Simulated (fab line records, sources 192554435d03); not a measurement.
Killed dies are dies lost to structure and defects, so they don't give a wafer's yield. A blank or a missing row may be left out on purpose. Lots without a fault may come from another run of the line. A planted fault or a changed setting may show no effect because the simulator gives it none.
fab line records | flow n5_finfet
record lots=24 wafers=72 last_day=18
route steps=1938 shown BEOL_M9@1445 BEOL_M10@1474
lots that met no fault: from a run of the same line without faults
start_h: hours from the record's first day to the start of the lot's first wafer shown | wait_h: hours since the lot's step before | " the same as in the row above | L1.1+2: a row that stands for several wafers | - no value, or no start given | * or withheld: withheld | < > ~ a bound
route shown NAME@n: a module of which the file shows steps, and the number in the route of the first | usual: mean/standard deviation of fault-free wafers | same: alike in all rows | chamber/n: place in a boat | sites: the reading at each site | _std_site: their standard deviation | _edge_site: outer sites' mean less inner sites' | radius_mm: how far each site lies from the wafer's centre | mask NAME#n: copy n | behind: the tool/chamber that last shaped the wafer | hold: why the lot was held/for how many hours/how that ended | device: the transistor (n, p or np) that didn't switch | end of line: the same wafers' tests at the end of the route | a step without rows: its recipe alone | killed: dies lost to structure and defects at the first sort, not the wafer's yield | map: a wafer's dies, x killed, . not, _ none there
set.NAME: the setting as run; set.NAME@STEP: as run at that earlier step | model.NAME: the simulator's own value behind a step, which no gauge read
steps of the route over a sample of lots; a table a step, a row a wafer
services: from which hour (start_h, from the record's first day; less than 0 if before it) a tool's chamber was out of use, for how many hours, and why
## steps
# step N5_BEOL_M9_STRIP_36
# recipe chemistry=N2/H2 power_w=450 temp_c=40 pressure_mtorr=20 rf_frequency_hz=6e+07 overash_fraction=0.3 bias_power_w=7 h2_frac=0.5 n2_flow_sccm=200 h2_flow_sccm=200
# usual drypump_motor_current_A=5.7/0.53 oes_product_au=0.79/0.091 rf_vpp_V=59.5/1.5 showerhead_plenum_p_Torr=2.61/0.098 throttle_valve_pct=23.8/0.42
# columns lot.wafer tool chamber start_h wait_h drypump_motor_current_A oes_product_au rf_hours_counter_h rf_vpp_V showerhead_plenum_p_Torr throttle_valve_pct
L074.2 rie_diel-06 0 207.06 0.0 5.1 0.74 162 60.5 2.41 23.4
L074.3 " 3 " " 6.5 0.73 162 61.5 2.64 23.7
L074.4 " 1 " " 6.6 0.85 44 58.0 2.70 23.3
L075.2 rie_diel-06 3 210.78 0.0 6.5 0.73 163 59.8 2.64 23.7
L075.4 " 1 " " 6.6 0.88 - 57.1 2.70 23.3
L075.5 " 3 " " 6.5 0.73 - 59.9 2.64 23.6
L076.1 rie_diel-06 3 214.95 0.0 6.5 0.72 165 58.9 2.64 23.7
L076.3 " 1 " " 6.6 0.85 47 60.1 2.70 23.3
L076.4 " 1 " " 6.6 0.86 - 57.6 2.70 23.3
L077.1 rie_diel-02 3 221.17 0.0 5.5 0.75 164 60.2 2.64 23.8
L077.4 " 1 " " 5.7 0.97 12 61.9 2.72 24.4
L077.6 " 2 " " 5.0 0.96 - 60.9 2.70 23.1
L078.1 rie_diel-02 1 221.71 0.0 5.7 0.97 12 59.0 2.71 24.4
L078.3 " 2 " " 5.0 0.94 15 59.2 2.70 23.1
L078.6 " 0 " " 5.2 0.73 - 59.2 2.62 23.7
L079.1 rie_diel-05 3 229.77 0.0 5.6 0.74 179 60.6 2.65 23.6
L079.3 " 2 " " 5.0 0.71 207 60.0 2.64 24.6
L079.5 " 3 " " 5.6 0.73 - 59.4 2.65 23.6
L080.1 rie_diel-02 1 237.34 0.0 5.6 0.95 17 59.5 2.71 24.4
L080.2 " 3 " " 5.5 0.73 169 57.2 2.64 23.8
L080.4 " 2 " " 5.0 0.92 20 60.0 2.70 23.1
L081.1 rie_diel-06 0 257.14 0.0 5.1 0.73 178 60.7 2.41 23.4
L081.2 " 3 " " 6.5 0.73 178 60.0 2.63 23.7
L081.3 " 1 " " 6.6 0.83 60 61.5 2.69 23.3
L082.1 rie_diel-05 3 263.65 0.0 5.6 0.72 189 59.8 2.64 23.6
L082.2 " 2 " " 5.0 0.71 215 61.5 2.64 24.6
L082.6 " 0 " " 6.1 0.71 - 59.2 2.39 23.9
L083.1 rie_diel-02 3 274.75 0.0 5.5 0.72 178 57.8 2.63 23.8
L083.2 " 1 " " 5.7 0.92 27 61.3 2.71 24.4
L083.4 " 2 " " 5.0 0.92 29 60.5 2.69 23.1
L084.1 rie_diel-05 2 282.76 0.0 5.0 0.70 221 60.2 2.63 24.6
L084.3 " 3 " " 5.6 0.71 194 57.8 2.64 23.7
L084.6 " 2 " " 5.0 0.69 - 58.4 2.63 24.6
L085.2 rie_diel-06 2 282.94 0.0 5.9 0.91 17 58.8 2.49 23.6
L085.3 " 3 " " 6.5 0.71 187 57.1 2.63 23.7
L085.6 " 0 " " 5.1 0.71 - 59.0 2.40 23.4
L086.2 rie_diel-05 1 285.40 0.0 5.7 0.83 78 59.1 2.56 23.9
L086.3 " 0 " " 6.2 0.69 248 58.6 2.39 23.9
L086.4 " 3 " " 5.6 0.71 195 58.0 2.64 23.6
L088.1 rie_diel-02 2 287.55 0.0 5.0 0.91 32 61.6 2.69 23.1
L088.2 " 3 " " 5.5 0.72 181 61.5 2.63 23.8
L088.5 " 2 " " 5.0 0.90 - 59.6 2.69 23.1
L087.2 rie_diel-05 3 296.91 0.0 5.6 0.71 198 60.6 2.64 23.7
L087.4 " 1 " " 5.7 0.82 82 60.3 2.56 23.9
L087.6 " 0 " " 6.2 0.70 - 61.8 2.39 23.9
L089.1 rie_diel-06 1 297.18 0.0 6.6 0.83 71 58.2 2.68 23.4
L089.5 " 1 " " 6.6 0.83 - 59.3 2.69 23.3
L089.6 " 0 " " 5.2 0.71 - 60.0 2.40 23.4
L090.1 rie_diel-02 2 300.97 0.0 5.0 0.89 35 60.2 2.69 23.1
L090.3 " 3 " " 5.5 0.73 184 60.0 2.63 23.9
L090.5 " 1 " " 5.6 0.91 - 60.4 2.71 24.4
L094.2 rie_diel-02 1 325.51 0.0 5.7 0.91 40 59.0 2.70 24.4
L094.5 " 0 " " 5.2 0.71 - 58.0 2.61 23.7
L094.6 " 1 " " 5.6 0.90 - 58.3 2.70 24.4
L091.2 rie_diel-05 2 325.55 0.0 5.0 0.69 235 58.0 2.63 24.6
L091.3 " 3 " " 5.6 0.71 209 58.9 2.64 23.7
L091.4 " 1 " " 5.7 0.82 - 61.8 2.56 23.9
L092.1 rie_diel-02 3 329.08 0.0 5.5 0.72 193 59.8 2.63 23.8
L092.2 " 2 " " 5.0 0.89 44 59.8 2.69 23.1
L092.5 " 1 " " 5.6 0.90 - 59.4 2.70 24.5
L093.2 rie_diel-02 0 331.37 0.0 5.2 0.71 201 59.5 2.61 23.7
L093.4 " 0 " " 5.2 0.71 - 60.3 2.61 23.7
L093.6 " 1 " " 5.6 0.90 - 59.8 2.70 24.5
L096.1 rie_diel-06 3 347.66 0.0 6.5 0.70 207 59.9 2.62 23.7
L096.2 " 1 " " 6.6 0.81 85 59.5 2.68 23.4
L096.3 " 2 " " 5.9 0.87 34 57.8 2.48 23.6
L095.1 rie_diel-05 1 348.21 0.0 5.7 0.81 101 59.3 2.55 24.0
L095.3 " 3 " " 5.6 0.70 217 61.1 2.63 23.7
L095.4 " 0 " " 6.2 0.95 4 58.5 2.71 23.6
L097.1 rie_diel-06 2 349.76 0.0 5.9 0.86 35 59.4 2.48 23.7
L097.4 " 1 " " 6.6 0.82 86 58.8 2.68 23.4
L097.5 " 1 " " 6.6 0.81 - 58.8 2.68 23.4
# step N5_BEOL_M10_HM_DEP_02
# recipe material=TiN target_thk_a=200 temp_c=25 chamber_pressure_pa=0.49996
# usual throttle_valve_pct=30.3/1.2
# columns lot.wafer tool chamber start_h wait_h throttle_valve_pct
L074.2 pvd_sputter-03 - 211.07 0.3 30.2
L074.3 " - " " 29.8
L074.4 " - " " 28.3
L075.2 pvd_sputter-03 - 214.87 0.1 29.4
L075.4 " - " " 28.5
L075.5 " - " " 32.2
L076.1 pvd_sputter-02 - 219.26 0.1 30.1
L076.3 " - " " 31.1
L076.4 " - " " 31.1
L077.1 pvd_sputter-01 - 228.19 2.6 31.4
L077.4 " - " " 30.3
L077.6 " - " " 31.0
L078.1 pvd_sputter-01 - 228.65 2.3 31.2
L078.3 " - " " 31.4
L078.6 " - " " 31.2
L079.1 pvd_sputter-01 - 235.42 1.6 31.1
L079.3 " - " " 29.8
L079.5 " - " " 29.2
L080.1 pvd_sputter-02 - 243.57 2.4 31.0
L080.2 " - " " 31.3
L080.4 " - " " 28.1
L081.1 pvd_sputter-03 - 262.03 1.6 32.4
L081.2 " - " " 28.2
L081.3 " - " " 30.1
L082.1 pvd_sputter-01 - 271.42 1.8 31.4
L082.2 " - " " 30.0
L082.6 " - " " 31.5
L083.1 pvd_sputter-01 - 278.75 0.7 31.7
L083.2 " - " " 30.9
L083.4 " - " " 28.8
L084.1 pvd_sputter-02 - 288.12 0.9 31.3
L084.3 " - " " 31.7
L084.6 " - " " 30.8
L085.2 pvd_sputter-02 - 289.22 0.7 31.0
L085.3 " - " " 31.3
L085.6 " - " " 31.5
L086.2 pvd_sputter-02 - 292.16 1.8 29.8
L086.3 " - " " 31.5
L086.4 " - " " 27.9
L088.1 pvd_sputter-01 - 292.40 1.6 31.3
L088.2 " - " " 29.1
L088.5 " - " " 28.9
L089.1 pvd_sputter-01 - 301.91 0.5 31.5
L089.5 " - " " 30.0
L089.6 " - " " 29.1
L087.2 pvd_sputter-03 - 303.11 0.8 28.5
L087.4 " - " " 29.7
L087.6 " - " " 29.5
L090.1 pvd_sputter-02 - 305.27 0.8 31.2
L090.3 " - " " 29.9
L090.5 " - " " 31.0
L094.2 pvd_sputter-03 - 329.02 0.3 28.2
L094.5 " - " " 32.6
L094.6 " - " " 30.3
L091.2 pvd_sputter-02 - 331.44 1.2 29.8
L091.3 " - " " 27.8
L091.4 " - " " 31.0
L092.1 pvd_sputter-01 - 333.30 0.2 28.9
L092.2 " - " " 31.1
L092.5 " - " " 31.3
L093.2 pvd_sputter-02 - 334.62 0.2 30.1
L093.4 " - " " 31.2
L093.6 " - " " 31.3
L096.1 pvd_sputter-01 - 352.64 0.5 31.2
L096.2 " - " " 31.3
L096.3 " - " " 29.1
L095.1 pvd_sputter-01 - 352.74 0.4 30.1
L095.3 " - " " 31.2
L095.4 " - " " 29.0
L097.1 pvd_sputter-02 - 356.10 1.5 31.0
L097.4 " - " " 28.1
L097.5 " - " " 31.4
# step N5_BEOL_M10_STRIP_36
# recipe chemistry=N2/H2 power_w=450 temp_c=40 pressure_mtorr=20 rf_frequency_hz=6e+07 overash_fraction=0.3 bias_power_w=7 h2_frac=0.5 n2_flow_sccm=200 h2_flow_sccm=200
# usual drypump_motor_current_A=5.8/0.34 oes_product_au=0.79/0.086 rf_vpp_V=59.0/1.8 showerhead_plenum_p_Torr=2.55/0.051 throttle_valve_pct=23.5/0.31
# columns lot.wafer tool chamber start_h wait_h drypump_motor_current_A oes_product_au rf_hours_counter_h rf_vpp_V showerhead_plenum_p_Torr throttle_valve_pct
L074.2 rie_diel-04 3 213.55 0.0 6.0 0.72 221 63.8 2.60 23.5
L074.3 " 0 " " 6.1 0.74 184 59.6 2.52 23.9
L074.4 " 1 " " 6.0 0.86 - 59.4 2.59 23.7
L075.2 rie_diel-04 0 217.49 0.0 6.1 0.73 186 59.7 2.52 23.9
L075.4 " 0 " " 6.0 0.72 - 58.1 2.52 23.9
L075.5 " 1 " " 6.0 0.83 - 62.0 2.59 23.7
L076.1 rie_diel-03 3 221.22 0.0 6.0 0.95 4 59.2 2.60 23.4
L076.3 " 0 " " 5.3 0.80 118 59.8 2.65 23.1
L076.4 " 1 " " 5.4 0.77 154 59.0 2.55 23.4
L077.1 rie_diel-04 3 230.07 0.0 5.9 0.71 229 59.3 2.60 23.4
L077.4 " 1 " " 6.0 0.83 - 56.5 2.58 23.7
L077.6 " 3 " " 6.0 0.69 - 54.8 2.60 23.5
L078.1 rie_diel-03 3 231.22 0.0 5.9 0.91 7 60.0 2.60 23.4
L078.3 " 1 " " 5.4 0.74 157 59.7 2.55 23.4
L078.6 " 3 " " 5.9 0.91 - 59.1 2.60 23.4
L079.1 rie_diel-04 1 237.26 0.0 6.0 0.82 63 61.7 2.58 23.7
L079.3 " 0 " " 6.1 0.72 194 59.2 2.51 23.9
L079.5 " 0 " " 6.1 0.73 - 58.4 2.52 23.9
L080.1 rie_diel-04 0 247.02 0.0 6.1 0.74 197 58.7 2.51 23.9
L080.2 " 3 " " 5.9 0.69 235 61.0 2.60 23.5
L080.4 " 1 " " 6.0 0.83 66 62.6 2.58 23.7
L081.1 rie_diel-03 0 263.78 0.0 5.4 0.78 131 60.7 2.64 23.1
L081.2 " 1 " " 5.4 0.73 167 57.7 2.54 23.5
L081.3 " 2 " " 5.2 0.76 195 58.9 2.51 23.3
L082.1 rie_diel-04 0 273.33 0.0 6.1 0.72 204 61.3 2.51 23.9
L082.2 " 3 " " 5.9 0.70 242 57.1 2.59 23.5
L082.6 " 1 " " 6.0 0.80 - 60.0 2.58 23.7
L083.1 rie_diel-03 2 282.77 0.0 5.2 0.73 202 58.3 2.50 23.3
L083.2 " 3 " " 5.9 0.91 24 58.6 2.59 23.4
L083.4 " 1 " " 5.4 0.73 173 54.8 2.54 23.5
L084.1 rie_diel-01 2 289.88 0.0 4.8 0.70 226 58.5 2.41 24.0
L084.3 " 3 " " 6.1 0.78 77 60.0 2.67 23.2
L084.6 " 0 " " 5.8 0.73 - 56.4 2.51 23.5
L085.2 rie_diel-03 0 292.24 0.0 5.3 0.77 139 60.7 2.64 23.1
L085.3 " 2 " " 5.2 0.74 205 57.7 2.50 23.3
L085.6 " 2 " " 5.2 0.74 - 59.5 2.50 23.3
L086.2 rie_diel-04 1 293.77 0.0 6.0 0.81 81 59.2 2.57 23.7
L086.3 " 0 " " 6.1 0.71 213 56.5 2.51 24.0
L086.4 " 1 " " 6.0 0.80 - 59.0 2.57 23.7
L088.1 rie_diel-04 0 296.89 0.0 6.1 0.70 215 57.8 2.51 23.9
L088.2 " 2 " " 6.1 0.90 23 56.8 2.49 23.0
L088.5 " 2 " " 6.0 0.91 - 58.7 2.48 23.0
L089.1 rie_diel-04 0 304.27 0.0 6.1 0.71 217 60.3 2.51 23.9
L089.5 " 1 " " 6.0 0.79 - 60.5 2.57 23.7
L089.6 " 2 " " 6.1 0.92 - 58.5 2.48 23.0
L087.2 rie_diel-04 2 305.10 0.0 6.1 0.89 26 56.4 2.48 23.0
L087.4 " 0 " " 6.1 0.71 - 58.4 2.51 23.9
L087.6 " 2 " " 6.1 0.89 - 57.3 2.48 23.0
L090.1 rie_diel-04 1 308.18 0.0 6.0 0.80 87 60.1 2.57 23.8
L090.3 " 2 " " 6.1 0.88 28 58.4 2.48 23.0
L090.5 " 2 " " 6.1 0.89 - 57.6 2.48 23.0
L094.2 rie_diel-03 1 332.92 0.0 5.4 0.70 195 59.1 2.53 23.5
L094.5 " 3 " " 5.9 0.86 - 61.7 2.59 23.4
L094.6 " 2 " " 5.2 0.72 - 61.0 2.49 23.4
L092.1 rie_diel-04 0 337.64 0.0 6.1 0.69 235 61.4 2.50 23.9
L092.2 " 3 " " 5.9 1.00 9 58.5 2.59 23.2
L092.5 " 0 " " 6.1 0.69 - 58.9 2.50 24.0
L091.2 rie_diel-04 2 338.10 0.0 6.1 0.87 44 61.7 2.48 23.0
L091.3 " 1 " " 6.0 0.79 102 60.4 2.57 23.8
L091.4 " 3 " " 5.9 0.98 9 57.1 2.59 23.2
L093.2 rie_diel-04 0 339.24 0.0 6.1 0.69 236 59.8 2.50 23.9
L093.4 " 1 " " 6.0 0.77 102 60.2 2.57 23.8
L093.6 " 2 " " 6.1 0.85 - 61.5 2.48 23.1
L096.1 rie_diel-04 3 357.10 0.0 5.9 0.95 20 59.5 2.58 23.2
L096.2 " 2 " " 6.1 0.87 53 60.4 2.47 23.0
L096.3 " 0 " " 6.1 0.67 245 60.0 2.49 23.9
L095.1 rie_diel-03 3 357.33 0.0 5.9 0.85 54 57.1 2.58 23.5
L095.3 " 0 " " 5.4 0.75 168 59.0 2.63 23.2
L095.4 " 2 " " 5.2 0.71 236 59.9 2.49 23.3
L097.1 rie_diel-03 2 361.88 0.0 5.2 0.71 239 61.1 2.49 23.4
L097.4 " 3 " " 5.9 0.84 56 59.2 2.58 23.5
L097.5 " 0 " " 5.3 0.75 - 60.2 2.63 23.2
# step N5_BEOL_M10_STRIP_77
# recipe chemistry=N2/H2 time_s=10 power_w=450 temp_c=40 pressure_mtorr=20 rf_frequency_hz=6e+07 bias_power_w=7 n2_flow_sccm=200 h2_flow_sccm=200
# usual drypump_motor_current_A=5.8/0.35 oes_product_au=0.79/0.085 rf_vpp_V=59.2/0.85 showerhead_plenum_p_Torr=2.55/0.051 throttle_valve_pct=23.5/0.31
# columns lot.wafer tool chamber start_h wait_h drypump_motor_current_A oes_product_au rf_hours_counter_h rf_vpp_V showerhead_plenum_p_Torr throttle_valve_pct
L074.2 rie_diel-04 3 - - 6.0 0.70 221 60.5 2.60 23.4
L074.3 " 0 " " 6.1 0.73 184 57.6 2.52 23.9
L074.4 " 1 " " 6.0 0.82 - 60.5 2.59 23.7
L075.2 rie_diel-04 0 - - 6.1 0.74 186 59.5 2.52 23.9
L075.4 " 0 " " 6.1 0.74 - 59.6 2.52 23.9
L075.5 " 1 " " 6.0 0.84 - 58.9 2.59 23.7
L076.1 rie_diel-03 3 - - 5.9 0.96 4 58.6 2.60 23.4
L076.3 " 0 " " 5.3 0.78 118 57.7 2.65 23.1
L076.4 " 1 " " 5.4 0.74 154 57.6 2.55 23.4
L077.1 rie_diel-04 3 - - 5.9 0.70 229 59.2 2.60 23.4
L077.4 " 1 " " 6.0 0.83 - 59.5 2.58 23.7
L077.6 " 3 " " 5.9 0.70 - 59.7 2.60 23.4
L078.1 rie_diel-03 3 - - 5.9 0.94 7 60.4 2.60 23.4
L078.3 " 1 " " 5.4 0.75 157 59.2 2.55 23.5
L078.6 " 3 " " 5.9 0.94 - 58.3 2.60 23.4
L079.1 rie_diel-04 1 - - 6.0 0.84 63 59.9 2.58 23.7
L079.3 " 0 " " 6.1 0.73 194 60.1 2.52 23.9
L079.5 " 0 " " 6.1 0.73 - 57.6 2.52 23.9
L080.1 rie_diel-04 0 - - 6.1 0.73 197 59.5 2.51 23.9
L080.2 " 3 " " 5.9 0.70 235 57.5 2.60 23.5
L080.4 " 1 " " 6.0 0.83 66 59.7 2.58 23.7
L081.1 rie_diel-03 0 - - 5.4 0.77 131 60.4 2.64 23.1
L081.2 " 1 " " 5.4 0.73 167 58.0 2.54 23.5
L081.3 " 2 " " 5.2 0.74 195 58.5 2.50 23.3
L082.1 rie_diel-04 0 - - 6.1 0.71 204 58.8 2.51 23.9
L082.2 " 3 " " 6.0 0.69 242 60.1 2.59 23.5
L082.6 " 1 " " 6.0 0.81 - 60.3 2.58 23.7
L083.1 rie_diel-03 2 - - 5.2 0.75 202 59.4 2.50 23.3
L083.2 " 3 " " 5.9 0.90 24 59.5 2.59 23.4
L083.4 " 1 " " 5.4 0.74 173 60.1 2.54 23.5
L084.1 rie_diel-01 2 - - 4.8 0.69 226 58.6 2.41 23.9
L084.3 " 3 " " 6.2 0.79 77 59.6 2.67 23.2
L084.6 " 0 " " 5.9 0.74 - 59.0 2.51 23.5
L085.2 rie_diel-03 0 - - 5.3 0.77 139 60.8 2.64 23.1
L085.3 " 2 " " 5.2 0.74 205 59.1 2.50 23.3
L085.6 " 2 " " 5.2 0.74 - 59.5 2.50 23.3
L086.2 rie_diel-04 1 - - 6.0 0.80 81 59.4 2.57 23.8
L086.3 " 0 " " 6.1 0.71 213 59.3 2.51 23.9
L086.4 " 1 " " 6.0 0.81 - 59.1 2.57 23.7
L088.1 rie_diel-04 0 - - 6.1 0.71 215 58.2 2.51 23.9
L088.2 " 2 " " 6.1 0.90 23 58.9 2.48 23.0
L088.5 " 2 " " 6.0 0.89 - 59.7 2.48 23.0
L089.1 rie_diel-04 0 - - 6.1 0.70 218 60.1 2.51 23.9
L089.5 " 1 " " 6.0 0.80 - 61.0 2.57 23.7
L089.6 " 2 " " 6.1 0.90 - 59.5 2.48 23.0
L087.2 rie_diel-04 2 - - 6.0 0.89 26 60.7 2.48 23.0
L087.4 " 0 " " 6.1 0.71 - 58.4 2.51 23.9
L087.6 " 2 " " 6.0 0.89 - 59.3 2.48 23.0
L090.1 rie_diel-04 1 - - 6.0 0.79 87 60.9 2.57 23.7
L090.3 " 2 " " 6.1 0.90 28 58.2 2.48 23.0
L090.5 " 2 " " 6.1 0.89 - 58.5 2.48 23.0
L094.2 rie_diel-03 1 - - 5.4 0.72 195 59.3 2.53 23.5
L094.5 " 3 " " 5.9 0.86 - 59.0 2.59 23.4
L094.6 " 2 " " 5.2 0.72 - 58.6 2.49 23.3
L092.1 rie_diel-04 0 - - 6.1 0.70 235 57.3 2.50 23.9
L092.2 " 3 " " 5.9 0.99 9 58.6 2.59 23.2
L092.5 " 0 " " 6.1 0.70 - 58.2 2.50 23.9
L091.2 rie_diel-04 2 - - 6.1 0.86 44 57.4 2.48 23.0
L091.3 " 1 " " 6.0 0.78 102 59.6 2.57 23.8
L091.4 " 3 " " 5.9 0.98 9 58.6 2.59 23.2
L093.2 rie_diel-04 0 - - 6.1 0.69 236 59.0 2.50 23.9
L093.4 " 1 " " 6.0 0.78 102 59.6 2.57 23.8
L093.6 " 2 " " 6.1 0.87 - 59.0 2.48 23.0
L096.1 rie_diel-04 3 - - 5.9 0.95 20 58.3 2.58 23.3
L096.2 " 2 " " 6.1 0.85 53 58.6 2.47 23.0
L096.3 " 0 " " 6.1 0.69 245 58.5 2.49 23.9
L095.1 rie_diel-03 3 - - 5.9 0.85 54 58.1 2.58 23.5
L095.3 " 0 " " 5.3 0.74 168 58.3 2.63 23.2
L095.4 " 2 " " 5.1 0.72 237 58.3 2.49 23.4
L097.1 rie_diel-03 2 - - 5.2 0.72 239 60.1 2.49 23.3
L097.4 " 3 " " 5.9 0.84 56 58.5 2.58 23.5
L097.5 " 0 " " 5.3 0.74 - 58.0 2.63 23.2
# step N5_BEOL_M10_SPUTTER_48
# recipe material=Cu target_thk_a=120 temp_c=-20 bias_v=60 power_w=26000 chamber_pressure_pa=0.13 time_s=2
# usual throttle_valve_pct=30.3/1.3
# columns lot.wafer tool chamber start_h wait_h throttle_valve_pct
L074.2 pvd_sputter-03 - 215.04 0.1 28.5
L074.3 " - " " 30.3
L074.4 " - " " 32.6
L075.2 pvd_sputter-02 - 219.06 0.1 27.7
L075.4 " - " " 29.8
L075.5 " - " " 31.3
L076.1 pvd_sputter-01 - 222.76 0.1 31.3
L076.3 " - " " 31.4
L076.4 " - " " 29.2
L077.1 pvd_sputter-01 - 232.39 0.1 31.3
L077.4 " - " " 29.2
L077.6 " - " " 31.6
L078.1 pvd_sputter-03 - 232.63 0.1 30.6
L078.3 " - " " 29.9
L078.6 " - " " 32.3
L079.1 pvd_sputter-01 - 239.56 0.1 31.4
L079.3 " - " " 31.3
L079.5 " - " " 29.1
L080.1 pvd_sputter-03 - 250.18 0.2 30.1
L080.2 " - " " 32.5
L080.4 " - " " 29.7
L081.1 pvd_sputter-03 - 267.74 2.0 28.3
L081.2 " - " " 30.4
L081.3 " - " " 29.5
L082.1 pvd_sputter-01 - 275.76 0.1 31.2
L082.2 " - " " 28.9
L082.6 " - " " 30.0
L083.1 pvd_sputter-01 - 284.17 0.1 31.1
L083.2 " - " " 30.1
L083.4 " - " " 31.3
L084.1 pvd_sputter-01 - 292.98 0.1 29.8
L084.3 " - " " 29.0
L084.6 " - " " 29.1
L085.2 pvd_sputter-03 - 294.05 0.1 32.2
L085.3 " - " " 29.8
L085.6 " - " " 29.6
L086.2 pvd_sputter-02 - 297.83 0.1 31.7
L086.3 " - " " 31.1
L086.4 " - " " 30.1
L088.1 pvd_sputter-01 - 298.53 0.1 31.3
L088.2 " - " " 29.2
L088.5 " - " " 31.2
L089.1 pvd_sputter-03 - 305.93 0.1 28.4
L089.5 " - " " 28.4
L089.6 " - " " 29.4
L087.2 pvd_sputter-02 - 306.83 0.1 29.9
L087.4 " - " " 27.7
L087.6 " - " " 29.6
L090.1 pvd_sputter-01 - 312.11 0.2 31.2
L090.3 " - " " 31.6
L090.5 " - " " 29.1
L094.2 pvd_sputter-01 - 334.64 0.1 31.4
L094.5 " - " " 31.1
L094.6 " - " " 28.9
L092.1 pvd_sputter-02 - 339.46 0.1 29.9
L092.2 " - " " 27.8
L092.5 " - " " 28.0
L091.2 pvd_sputter-02 - 339.92 0.2 30.0
L091.3 " - " " 27.9
L091.4 " - " " 31.2
L093.2 pvd_sputter-02 - 340.69 0.1 30.0
L093.4 " - " " 31.2
L093.6 " - " " 29.9
L096.1 pvd_sputter-02 - 359.14 0.1 31.2
L096.2 " - " " 30.0
L096.3 " - " " 31.1
L095.1 pvd_sputter-02 - 359.35 0.1 31.2
L095.3 " - " " 31.4
L095.4 " - " " 27.7
L097.1 pvd_sputter-03 - 364.89 0.1 30.2
L097.4 " - " " 32.3
L097.5 " - " " 32.3
# step N5_BEOL_M10_THK_MEAS_53
# recipe thk_meas_gauge=xrf reads=Cu_of_BEOL_M10_ECD_50
# usual M10_THK=143/3
# columns lot.wafer tool chamber start_h wait_h M10_THK[nm]
L074.2 film_metro-02 - 215.86 - 143
L074.3 " - " " 141
L074.4 " - " " 146
L075.2 film_metro-01 - 219.96 - 143
L075.4 " - " " 141
L075.5 " - " " 145
L076.1 film_metro-02 - 223.58 - 147
L076.3 " - " " 141
L076.4 " - " " 139
L077.1 film_metro-01 - 233.27 - 137
L077.4 " - " " 143
L077.6 " - " " 138
L078.1 film_metro-01 - 233.54 - 146
L078.3 " - " " 141
L078.6 " - " " 145
L079.1 film_metro-02 - 240.40 - 143
L079.3 " - " " 140
L079.5 " - " " 142
L080.1 film_metro-02 - 251.00 - 140
L080.2 " - " " 140
L080.4 " - " " 145
L081.1 film_metro-01 - 269.22 - 141
L081.2 " - " " 139
L081.3 " - " " 140
L082.1 film_metro-02 - 276.58 - 138
L082.2 " - " " 143
L082.6 " - " " 142
L083.1 film_metro-02 - 286.64 - 144
L083.2 " - " " 146
L083.4 " - " " 142
L084.1 film_metro-02 - 293.83 - 145
L084.3 " - " " 144
L084.6 " - " " 141
L085.2 film_metro-02 - 295.33 - 143
L085.3 " - " " 145
L085.6 " - " " 145
L086.2 film_metro-02 - 298.85 - 145
L086.3 " - " " 143
L086.4 " - " " 145
L088.1 film_metro-01 - 299.78 - 142
L088.2 " - " " 145
L088.5 " - " " 148
L089.1 film_metro-01 - 307.09 - 142
L089.5 " - " " 142
L089.6 " - " " 145
L087.2 film_metro-02 - 307.65 - 145
L087.4 " - " " 141
L087.6 " - " " 146
L090.1 film_metro-01 - 313.20 - 144
L090.3 " - " " 145
L090.5 " - " " 147
L094.2 film_metro-02 - 335.50 - 139
L094.5 " - " " 145
L094.6 " - " " 141
L092.1 film_metro-02 - 340.98 - 138
L092.2 " - " " 149
L092.5 " - " " 138
L091.2 film_metro-02 - 341.24 - 147
L091.3 " - " " 142
L091.4 " - " " 147
L093.2 film_metro-02 - 341.67 - 139
L093.4 " - " " 141
L093.6 " - " " 145
L096.1 film_metro-02 - 359.96 - 146
L096.2 " - " " 142
L096.3 " - " " 137
L095.1 film_metro-01 - 360.16 - 145
L095.3 " - " " 140
L095.4 " - " " 145
L097.1 film_metro-01 - 365.80 - 144
L097.4 " - " " 143
L097.5 " - " " 141
## services
# columns tool chamber start_h hours kind
rie_diel-01 3 191.98 14.3 repair
rie_diel-02 2 209.65 5.9 repair
rie_diel-04 2 210.28 - clean
rie_diel-04 2 210.28 - consumable_replace:focus_ring
rie_diel-04 2 210.28 22.0 scheduled_down
rie_diel-04 2 210.28 22.0 vent_cycle
rie_diel-03 - 211.67 1.7 repair
rie_diel-06 - 213.63 0.3 repair
rie_diel-04 1 287.30 4.7 repair
rie_diel-06 2 290.72 8.7 repair
rie_diel-03 3 291.56 6.8 repair
rie_diel-03 - 293.56 1.1 repair
rie_diel-03 0 296.71 5.3 repair
rie_diel-05 0 302.92 10.6 repair
rie_diel-01 - 306.91 75.6 repair
rie_diel-04 - 308.37 4.3 pm
rie_diel-06 1 313.56 3.6 repair
rie_diel-04 3 321.46 9.9 repair
rie_diel-06 - 324.61 2.8 pm
rie_diel-02 2 330.09 1.6 repair
rie_diel-06 0 339.69 7.4 repair
rie_diel-05 2 353.39 15.3 repair
pvd_sputter-03 - 355.26 3.1 repair
rie_diel-04 0 360.70 5.8 repair
## key
fault none
